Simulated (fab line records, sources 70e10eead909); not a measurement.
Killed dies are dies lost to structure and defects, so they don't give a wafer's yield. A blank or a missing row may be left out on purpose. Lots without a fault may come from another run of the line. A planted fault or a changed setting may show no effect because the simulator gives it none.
fab line records | flow nand_harc | part 1 of 2: steps 1 to 24 of 32
record lots=5 wafers=15 last_day=33
route steps=1302 shown A_CONTACT@1067
lots that met no fault: from a run of the same line without faults
start_h: hours from the record's first day to the start of the lot's first wafer shown | wait_h: hours since the lot's step before | " the same as in the row above | L1.1+2: a row that stands for several wafers | - no value, or no start given | * or withheld: withheld | < > ~ a bound
route shown NAME@n: a module of which the file shows steps, and the number in the route of the first | usual: mean/standard deviation of fault-free wafers | same: alike in all rows | chamber/n: place in a boat | sites: the reading at each site | _std_site: their standard deviation | _edge_site: outer sites' mean less inner sites' | radius_mm: how far each site lies from the wafer's centre | mask NAME#n: copy n | behind: the tool/chamber that last shaped the wafer | hold: why the lot was held/for how many hours/how that ended | device: the transistor (n, p or np) that didn't switch | end of line: the same wafers' tests at the end of the route | a step without rows: its recipe alone | killed: dies lost to structure and defects at the first sort, not the wafer's yield | map: a wafer's dies, x killed, . not, _ none there
set.NAME: the setting as run; set.NAME@STEP: as run at that earlier step | model.NAME: the simulator's own value behind a step, which no gauge read
lots at some steps of the route; a table a step, a row a wafer
services: from which hour (start_h, from the record's first day; less than 0 if before it) a tool's chamber was out of use, for how many hours, and why
## steps
# step NHARC_A_CONTACT_DEP_85
# recipe target_thk_a=600 target_thk_nm=60 temp_c=400 pressure_torr=3.5 flow_sccm=200 rf_w=350 material=SiON
# usual heater_power_w=735/66
# columns lot.wafer tool chamber start_h wait_h heater_power_w
L076.3 pecvd-02 0 523.04 0.9 744
L076.1 " 1 " " 750
L076.4 " 1 " " 775
L078.2 pecvd-04 1 551.22 1.3 702
L078.1 " 2 " " 635
L078.5 " 0 " " 739
L079.4 pecvd-04 2 554.87 0.7 674
L079.6 " 0 " " 695
L079.5 " 1 " " 751
L091.5 pecvd-04 2 706.48 0.4 643
L091.6 " 0 " " 684
L091.4 " 1 " " 750
L097.3 pecvd-02 0 736.13 0.9 782
L097.4 " 2 " " 784
L097.6 " 1 " " 737
# step NHARC_A_CONTACT_DEHYDRATE_00
# recipe temp_c=150 time_s=120
# columns lot.wafer tool chamber start_h wait_h
L076.1+3+4 litho_track-04 0 523.29 0.2
L078.1+2+5 litho_track-04 0 551.47 0.2
L079.4+5+6 litho_track-06 0 555.05 0.2
L091.4+5+6 litho_track-04 0 706.66 0.1
L097.3+4+6 litho_track-04 0 736.37 0.2
# step NHARC_A_CONTACT_HMDS_01
# recipe time_s=30
# columns lot.wafer tool chamber start_h wait_h
L076.1+3+4 litho_track-04 0 - -
L078.1+2+5 litho_track-04 0 - -
L079.4+5+6 litho_track-06 0 - -
L091.4+5+6 litho_track-04 0 - -
L097.3+4+6 litho_track-04 0 - -
# step NHARC_A_CONTACT_COAT_86
# recipe temp_c=260 time_s=75
# columns lot.wafer tool chamber start_h wait_h
L076.1+3+4 litho_track-04 0 - -
L078.1+2+5 litho_track-04 0 - -
L079.4+5+6 litho_track-06 0 - -
L091.4+5+6 litho_track-04 0 - -
L097.3+4+6 litho_track-04 0 - -
# step NHARC_A_CONTACT_COAT_87
# recipe temp_c=225 time_s=65
# columns lot.wafer tool chamber start_h wait_h
L076.1+3+4 litho_track-04 0 - -
L078.1+2+5 litho_track-04 0 - -
L079.4+5+6 litho_track-06 0 - -
L091.4+5+6 litho_track-04 0 - -
L097.3+4+6 litho_track-04 0 - -
# step NHARC_A_CONTACT_COAT_02
# recipe spin_rpm=1500 resist_thk_nm=90
# columns lot.wafer tool chamber start_h wait_h
L076.1+3+4 litho_track-04 0 - -
L078.1+2+5 litho_track-04 0 - -
L079.4+5+6 litho_track-06 0 - -
L091.4+5+6 litho_track-04 0 - -
L097.3+4+6 litho_track-04 0 - -
# step NHARC_A_CONTACT_SOFTBAKE_03
# recipe temp_c=105 time_s=55
# columns lot.wafer tool chamber start_h wait_h
L076.1+3+4 litho_track-04 0 - -
L078.1+2+5 litho_track-04 0 - -
L079.4+5+6 litho_track-06 0 - -
L091.4+5+6 litho_track-04 0 - -
L097.3+4+6 litho_track-04 0 - -
# step NHARC_A_CONTACT_EBR_04
# columns lot.wafer tool chamber start_h wait_h
L076.1+3+4 litho_track-04 0 - -
L078.1+2+5 litho_track-04 0 - -
L079.4+5+6 litho_track-06 0 - -
L091.4+5+6 litho_track-04 0 - -
L097.3+4+6 litho_track-04 0 - -
# step NHARC_A_CONTACT_EXPOSE_05
# recipe na=1.35 sigma_outer=0.8 dose_mj=84.24 mask_id=A_CC
# usual reticle_temp_C=22.99/0.11
# columns lot.wafer tool chamber start_h wait_h mask reticle_temp_C
L076.1 arfi_scanner-02 0 523.60 - A_CC#0 23.05
L076.3 " 0 " " A_CC#0 23.08
L076.4 " 0 " " A_CC#0 22.84
L078.1 arfi_scanner-01 0 551.78 - A_CC#0 23.16
L078.2 " 0 " " A_CC#0 22.97
L078.5 " 0 " " A_CC#0 23.14
L079.4 arfi_scanner-01 0 555.25 - A_CC#0 23.18
L079.5 " 0 " " A_CC#0 23.12
L079.6 " 0 " " A_CC#0 23.12
L091.4 arfi_scanner-03 0 706.86 - A_CC#0 23.07
L091.5 " 0 " " A_CC#0 22.97
L091.6 " 0 " " A_CC#0 23.09
L097.3 arfi_scanner-01 0 736.56 - A_CC#0 23.22
L097.4 " 0 " " A_CC#0 23.14
L097.6 " 0 " " A_CC#0 23.20
# step NHARC_A_CONTACT_PEB_06
# recipe peb_temp_c=100 peb_time_s=65
# columns lot.wafer tool chamber start_h wait_h
L076.1+3+4 litho_track-01 0 523.66 0.1
L078.1+2+5 litho_track-04 0 551.84 0.1
L079.4+5+6 litho_track-01 0 555.30 0.0
L091.4+5+6 litho_track-04 0 706.91 0.0
L097.3+4+6 litho_track-06 0 736.62 0.0
# step NHARC_A_CONTACT_DEVELOP_07
# recipe develop_time_s=35 dev_temp_c=23
# columns lot.wafer tool chamber start_h wait_h
L076.1+3+4 litho_track-01 0 - -
L078.1+2+5 litho_track-04 0 - -
L079.4+5+6 litho_track-01 0 - -
L091.4+5+6 litho_track-04 0 - -
L097.3+4+6 litho_track-06 0 - -
# step NHARC_A_CONTACT_CD_MEAS_08
# recipe target_cd_nm=200 landing_energy_ev=500
# usual cd_nm=200.4/0.73
# columns lot.wafer tool chamber start_h wait_h cd_nm
L076.1 cd_sem-03 0 523.74 - 200.3
L076.3 " 0 " " 199.5
L076.4 " 0 " " 200.7
L078.1 cd_sem-03 0 551.92 - 200.0
L078.2 " 0 " " 200.6
L078.5 " 0 " " 202.3
L079.4 cd_sem-02 0 555.38 - 201.4
L079.5 " 0 " " 200.2
L079.6 " 0 " " 200.6
L091.4 cd_sem-03 0 706.99 - 199.9
L091.5 " 0 " " 199.9
L091.6 " 0 " " 202.1
L097.3 cd_sem-03 0 736.70 - 199.3
L097.4 " 0 " " 199.3
L097.6 " 0 " " 199.2
# step NHARC_A_CONTACT_OVL_MEAS_09
# usual overlay_x_nm=0.0/0.8 overlay_y_nm=-0.2/0.86
# columns lot.wafer tool chamber start_h wait_h overlay_x_nm overlay_y_nm
L076.1 overlay-01 - 523.83 - -0.5 -0.8
L076.3 " - " " -0.4 -0.9
L076.4 " - " " -0.8 -1.0
L078.1 overlay-02 - 552.00 - 0.6 -0.7
L078.2 " - " " -0.2 -0.9
L078.5 " - " " -0.3 -0.2
L079.4 overlay-01 - 555.47 - 0.2 0.0
L079.5 " - " " -0.4 -0.2
L079.6 " - " " -0.5 -0.3
L091.4 overlay-02 - 707.08 - -0.5 -0.8
L091.5 " - " " -1.2 -0.8
L091.6 " - " " -0.6 -1.1
L097.3 overlay-01 - 736.78 - 0.8 -0.3
L097.4 " - " " 0.2 0.0
L097.6 " - " " 1.1 -0.4
# step NHARC_A_CONTACT_INSPECT_10
# usual raw_defect_count=81/38
# columns lot.wafer tool chamber start_h wait_h raw_defect_count
L076.1 defect_inspect-02 - 523.86 0.0 45
L076.3 " - " " 52
L076.4 " - " " 48
L078.1 defect_inspect-02 - 552.04 0.0 119
L078.2 " - " " 98
L078.5 " - " " 118
L079.4 defect_inspect-02 - 555.50 0.0 27
L079.5 " - " " 26
L079.6 " - " " 21
L091.4 defect_inspect-02 - 707.11 0.0 74
L091.5 " - " " 87
L091.6 " - " " 67
L097.3 defect_inspect-01 - 736.82 0.0 17
L097.4 " - " " 16
L097.6 " - " " 21
# step NHARC_A_CONTACT_DESCUM_13
# recipe time_s=3 o2_flow_sccm=200 ar_flow_sccm=0 bias_power_w=0 chemistry=O2
# usual drypump_motor_current_A=5.6/0.41 oes_product_au=0.997/0.014 rf_vpp_V=57.9/0.99 showerhead_plenum_p_Torr=1.94/0.094 throttle_valve_pct=11.312/0.0085
# columns lot.wafer tool chamber start_h wait_h drypump_motor_current_A oes_product_au rf_hours_counter_h rf_vpp_V showerhead_plenum_p_Torr throttle_valve_pct
L076.3 rie_diel-03 2 523.92 0.1 5.4 1.002 18 58.3 1.93 11.313
L076.1 " 1 " " 5.8 0.996 21 57.9 2.04 11.294
L076.4 " 2 " " 5.4 1.001 - 57.3 1.93 11.298
L078.2 rie_diel-04 2 552.10 0.1 5.6 1.008 2 58.3 1.99 11.323
L078.1 " 3 " " 4.8 0.992 3 57.4 1.83 11.305
L078.5 " 3 " " 4.8 0.989 - 56.8 1.83 11.319
L079.4 rie_diel-02 2 555.56 0.1 5.9 1.015 52 59.2 1.97 11.314
L079.5 " 2 " " 5.8 1.010 - 57.6 1.97 11.311
L079.6 " 3 " " 5.3 0.987 - 58.2 1.91 11.326
L091.4 rie_diel-03 1 707.19 0.1 5.8 0.990 22 58.4 2.02 11.303
L091.5 " 3 " " 5.6 1.025 - 56.5 1.87 11.311
L091.6 " 0 " " 5.2 0.983 - 59.0 2.05 11.320
L097.3 rie_diel-04 0 736.88 0.1 6.1 1.004 2 57.4 1.80 11.319
L097.4 " 1 " " 6.2 1.006 2 57.5 1.99 11.302
L097.6 " 1 " " 6.1 0.996 - 57.3 1.99 11.315
# step NHARC_A_CONTACT_ETCH_88
# recipe target_depth_a=390 over_etch_frac=0.3 time_s=65 ion_energy_ev=80 cf4_flow_sccm=150 ar_flow_sccm=0 rf_w=300 bias_w=100 chemistry=CF4
# usual drypump_motor_current_A=5.6/0.4 oes_product_au=0.998/0.015 rf_vpp_V=151.6/1.3 showerhead_plenum_p_Torr=1.79/0.079 throttle_valve_pct=13.285/0.009
# columns lot.wafer tool chamber start_h wait_h drypump_motor_current_A oes_product_au rf_hours_counter_h rf_vpp_V showerhead_plenum_p_Torr throttle_valve_pct
L076.1 rie_diel-03 2 524.03 0.1 5.4 1.012 18 152.1 1.78 13.290
L076.3 " 0 " " 5.2 0.964 15 152.7 1.90 13.295
L076.4 " 1 " " 5.8 0.990 - 154.1 1.88 13.289
L078.2 rie_diel-04 1 552.19 0.1 6.2 0.977 2 152.7 1.84 13.295
L078.1 " 0 " " 6.1 1.004 3 150.2 1.68 13.273
L078.5 " 1 " " 6.2 0.963 - 151.5 1.84 13.293
L079.4 rie_diel-02 3 555.65 0.1 5.3 0.998 55 151.5 1.77 13.294
L079.5 " 3 " " 5.2 0.990 - 151.3 1.77 13.290
L079.6 " 0 " " 5.8 1.005 - 149.4 1.65 13.278
L091.4 rie_diel-03 0 707.34 0.1 5.2 0.980 19 154.5 1.89 13.275
L091.6 " 0 " " 5.2 0.986 - 152.6 1.89 13.299
L091.5 " 1 " " 5.8 0.995 - 152.8 1.86 13.283
L097.3 rie_diel-04 3 736.97 0.1 4.8 0.998 1 151.3 1.69 13.292
L097.4 " 1 " " 6.2 1.011 2 152.8 1.83 13.293
L097.6 " 3 " " 4.8 0.992 - 150.6 1.69 13.287
# step NHARC_A_CONTACT_ETCH_89
# recipe target_depth_a=2600 over_etch_frac=0.3 time_s=475.3 ion_energy_ev=200 n2_flow_sccm=150 h2_flow_sccm=150 ar_flow_sccm=0 rf_w=400 bias_w=150 chemistry=N2/H2
# usual drypump_motor_current_A=5.6/0.41 oes_product_au=0.999/0.014 rf_vpp_V=431.2/2.8 showerhead_plenum_p_Torr=2.06/0.1 throttle_valve_pct=14.172/0.0088
# columns lot.wafer tool chamber start_h wait_h drypump_motor_current_A oes_product_au rf_hours_counter_h rf_vpp_V showerhead_plenum_p_Torr throttle_valve_pct
L076.1 rie_diel-03 2 - - 5.4 1.012 18 429.9 2.06 14.163
L076.3 " 0 " " 5.2 0.971 15 435.1 2.21 14.182
L076.4 " 2 " " 5.4 1.008 - 430.6 2.06 14.162
L078.1 rie_diel-04 3 - - 4.8 0.995 3 428.1 1.95 14.174
L078.2 " 0 " " 6.1 1.015 3 427.0 1.92 14.170
L078.5 " 3 " " 4.8 0.995 - 427.7 1.95 14.172
L079.4 rie_diel-02 2 - - 5.8 1.011 52 433.2 2.10 14.180
L079.6 " 2 " " 5.9 1.014 - 433.4 2.10 14.167
L079.5 " 3 " " 5.3 1.006 - 431.4 2.04 14.173
L091.4 rie_diel-03 0 - - 5.2 0.986 20 435.2 2.19 14.166
L091.5 " 2 " " 5.4 0.984 - 431.0 2.04 14.166
L091.6 " 3 " " 5.7 1.017 - 429.8 1.99 14.178
L097.4 rie_diel-04 0 - - 6.1 1.006 2 426.4 1.91 14.172
L097.3 " 1 " " 6.2 1.009 2 433.4 2.12 14.186
L097.6 " 2 " " 5.6 1.002 - 431.7 2.12 14.184
# step NHARC_A_CONTACT_ETCH_30
# recipe target_depth_a=726 time_s=36.3 cf4_flow_sccm=100 chf3_flow_sccm=30 ar_flow_sccm=0 rf_w=500 bias_w=200 chemistry=CF4/CHF3
# usual drypump_motor_current_A=5.6/0.4 oes_product_au=0.928/0.022 rf_vpp_V=371.4/2.5 showerhead_plenum_p_Torr=1.60/0.073 throttle_valve_pct=16.803/0.0089
# columns lot.wafer tool chamber start_h wait_h drypump_motor_current_A oes_product_au rf_hours_counter_h rf_vpp_V showerhead_plenum_p_Torr throttle_valve_pct
L076.3 rie_diel-03 2 - - 5.4 0.927 19 372.1 1.59 16.796
L076.1 " 1 " " 5.8 0.910 21 375.4 1.67 16.804
L076.4 " 2 " " 5.4 0.925 - 371.9 1.59 16.808
L078.2 rie_diel-04 2 - - 5.6 0.937 2 373.3 1.64 16.793
L078.1 " 3 " " 4.8 0.924 3 368.8 1.51 16.798
L078.5 " 1 " " 6.2 0.911 - 371.8 1.64 16.796
L079.4 rie_diel-02 2 - - 5.9 0.935 52 372.2 1.62 16.791
L079.6 " 2 " " 5.8 0.942 - 372.0 1.62 16.803
L079.5 " 3 " " 5.3 0.920 - 369.6 1.57 16.797
L091.4 rie_diel-03 3 - - 5.6 0.933 18 370.0 1.54 16.797
L091.5 " 1 " " 5.8 0.930 - 371.9 1.66 16.819
L091.6 " 2 " " 5.4 0.916 - 370.5 1.57 16.807
L097.4 rie_diel-04 1 - - 6.2 0.933 2 374.2 1.63 16.816
L097.3 " 0 " " 6.1 0.912 2 367.6 1.48 16.793
L097.6 " 1 " " 6.2 0.921 - 371.8 1.63 16.811
# step NHARC_A_CONTACT_ETCH_31
# recipe target_depth_a=28000 over_etch_frac=0.3 time_s=728 ion_energy_ev=150 o2_flow_sccm=400 cos_flow_sccm=20 ar_flow_sccm=0 rf_w=500 bias_w=300 chemistry=O2/COS
# usual drypump_motor_current_A=5.6/0.4 oes_product_au=0.997/0.015 rf_vpp_V=314.8/2.1 showerhead_plenum_p_Torr=3.17/0.15 throttle_valve_pct=28.331/0.0083
# columns lot.wafer tool chamber start_h wait_h drypump_motor_current_A oes_product_au rf_hours_counter_h rf_vpp_V showerhead_plenum_p_Torr throttle_valve_pct
L076.3 rie_diel-03 1 - - 5.9 0.982 21 318.2 3.32 28.327
L076.1 " 0 " " 5.2 0.973 15 316.8 3.37 28.340
L076.4 " 0 " " 5.2 0.965 - 316.4 3.36 28.330
L078.2 rie_diel-04 3 - - 4.9 1.001 3 313.7 2.99 28.323
L078.1 " 0 " " 6.1 1.008 3 312.4 2.96 28.337
L078.5 " 1 " " 6.2 0.975 - 316.4 3.25 28.325
L079.4 rie_diel-02 2 - - 5.9 1.012 52 315.0 3.21 28.347
L079.6 " 2 " " 5.9 1.021 - 315.3 3.21 28.328
L079.5 " 3 " " 5.3 0.998 - 313.8 3.12 28.330
L091.4 rie_diel-03 0 - - 5.2 0.977 20 317.9 3.34 28.336
L091.6 " 3 " " 5.6 1.010 - 312.5 3.05 28.332
L091.5 " 0 " " 5.2 0.972 - 317.4 3.34 28.345
L097.3 rie_diel-04 3 - - 4.8 0.997 2 312.3 2.98 28.338
L097.4 " 0 " " 6.1 0.995 2 312.5 2.94 28.334
L097.6 " 0 " " 6.1 1.004 - 312.0 2.94 28.333
# step NHARC_A_CONTACT_ETCH_134
# recipe source_w=withheld pressure_mtorr=20 bias_v=withheld time_s=140 target_depth_a=7000 ar_flow_sccm=withheld c4f8_flow_sccm=withheld o2_flow_sccm=withheld chemistry=C4F8/O2/Ar
# usual oes_air_line_au=1.003/0.02
# columns lot.wafer tool chamber start_h wait_h oes_air_line_au rf_hours_counter_h
L076.1 har_cap_etch-02 1 525.30 - 1.024 89
L076.4 " 0 " " 1.005 -
L076.3 " 1 " " 1.009 -
L078.2 har_cap_etch-02 1 553.22 - 0.988 98
L078.1 " 0 " " 0.997 98
L078.5 " 0 " " 0.989 -
L079.4 har_cap_etch-01 1 556.76 - 1.021 -
L079.5 " 1 " " 0.971 -
L079.6 " 0 " " 1.005 -
L091.4 har_cap_etch-03 0 708.49 - 0.976 -
L091.5 " 1 " " 0.999 -
L091.6 " 0 " " 0.997 -
L097.4 har_cap_etch-03 0 738.09 - 0.996 -
L097.3 " 1 " " 0.990 -
L097.6 " 0 " " 0.996 -
# step NHARC_A_CONTACT_ETCH_135
# recipe source_w=withheld pressure_mtorr=20 bias_v=1200 time_s=311 target_depth_a=19120 ar_flow_sccm=withheld c4f8_flow_sccm=withheld o2_flow_sccm=withheld chemistry=C4F8/O2/Ar
# usual oes_air_line_au=1.000/0.023
# columns lot.wafer tool chamber start_h wait_h oes_air_line_au rf_hours_counter_h
L076.1 har_cap_etch-02 1 525.51 0.2 0.962 89
L076.4 " 0 " " 0.980 -
L076.3 " 1 " " 0.978 -
L078.2 har_cap_etch-02 1 553.42 0.2 1.002 99
L078.1 " 0 " " 0.989 99
L078.5 " 0 " " 0.998 -
L079.4 har_cap_etch-01 1 556.98 0.2 0.995 -
L079.5 " 1 " " 0.982 -
L079.6 " 0 " " 1.009 -
L091.4 har_cap_etch-03 0 708.73 0.2 0.995 -
L091.5 " 1 " " 1.001 -
L091.6 " 0 " " 0.986 -
L097.4 har_cap_etch-03 0 738.36 0.2 0.982 -
L097.3 " 1 " " 0.995 -
L097.6 " 0 " " 1.016 -
# step NHARC_A_CONTACT_ETCH_136
# recipe source_w=withheld pressure_mtorr=20 bias_v=1200 time_s=311 target_depth_a=19120 ar_flow_sccm=withheld c4f8_flow_sccm=withheld o2_flow_sccm=withheld chemistry=C4F8/O2/Ar
# usual oes_air_line_au=1.001/0.021
# columns lot.wafer tool chamber start_h wait_h oes_air_line_au rf_hours_counter_h
L076.1 har_cap_etch-02 1 525.78 0.2 1.014 90
L076.4 " 0 " " 1.027 -
L076.3 " 1 " " 1.009 -
L078.2 har_cap_etch-02 1 553.69 0.2 0.997 99
L078.1 " 0 " " 0.977 99
L078.5 " 0 " " 0.967 -
L079.4 har_cap_etch-01 1 557.25 0.2 1.010 -
L079.5 " 1 " " 0.999 -
L079.6 " 0 " " 0.995 -
L091.4 har_cap_etch-03 0 709.00 0.2 0.995 -
L091.5 " 1 " " 1.029 -
L091.6 " 0 " " 0.989 -
L097.4 har_cap_etch-03 0 738.63 0.2 1.016 -
L097.3 " 1 " " 1.000 -
L097.6 " 0 " " 0.993 -
# step NHARC_A_CONTACT_ETCH_137
# recipe source_w=withheld pressure_mtorr=20 bias_v=1200 time_s=311 target_depth_a=19120 ar_flow_sccm=withheld c4f8_flow_sccm=withheld o2_flow_sccm=withheld chemistry=C4F8/O2/Ar
# usual oes_air_line_au=1.002/0.02
# columns lot.wafer tool chamber start_h wait_h oes_air_line_au rf_hours_counter_h
L076.1 har_cap_etch-02 1 526.04 0.2 0.973 90
L076.4 " 0 " " 1.018 -
L076.3 " 1 " " 0.978 -
L078.2 har_cap_etch-02 1 553.96 0.2 0.996 99
L078.1 " 0 " " 1.004 99
L078.5 " 0 " " 1.012 -
L079.4 har_cap_etch-01 1 557.52 0.2 0.953 -
L079.5 " 1 " " 0.991 -
L079.6 " 0 " " 1.003 -
L091.4 har_cap_etch-03 0 709.28 0.2 1.034 -
L091.5 " 1 " " 1.007 -
L091.6 " 0 " " 1.055 -
L097.4 har_cap_etch-03 0 738.90 0.2 1.016 -
L097.3 " 1 " " 1.021 -
L097.6 " 0 " " 1.044 -
# step NHARC_A_CONTACT_ETCH_138
# recipe source_w=withheld pressure_mtorr=20 bias_v=1200 time_s=311 target_depth_a=19140 ar_flow_sccm=withheld c4f8_flow_sccm=withheld o2_flow_sccm=withheld chemistry=C4F8/O2/Ar
# usual oes_air_line_au=0.999/0.02
# columns lot.wafer tool chamber start_h wait_h oes_air_line_au rf_hours_counter_h
L076.1 har_cap_etch-02 1 526.32 0.2 0.983 90
L076.4 " 0 " " 1.004 -
L076.3 " 1 " " 0.990 -
L078.2 har_cap_etch-02 1 554.24 0.2 0.991 99
L078.1 " 0 " " 0.992 99
L078.5 " 0 " " 1.027 -
L079.4 har_cap_etch-01 1 557.79 0.2 0.975 -
L079.5 " 1 " " 0.977 -
L079.6 " 0 " " 0.992 -
L091.4 har_cap_etch-03 0 709.55 0.2 1.001 -
L091.5 " 1 " " 0.988 -
L091.6 " 0 " " 0.978 -
L097.4 har_cap_etch-03 0 739.17 0.2 0.993 -
L097.3 " 1 " " 0.973 -
L097.6 " 0 " " 1.011 -
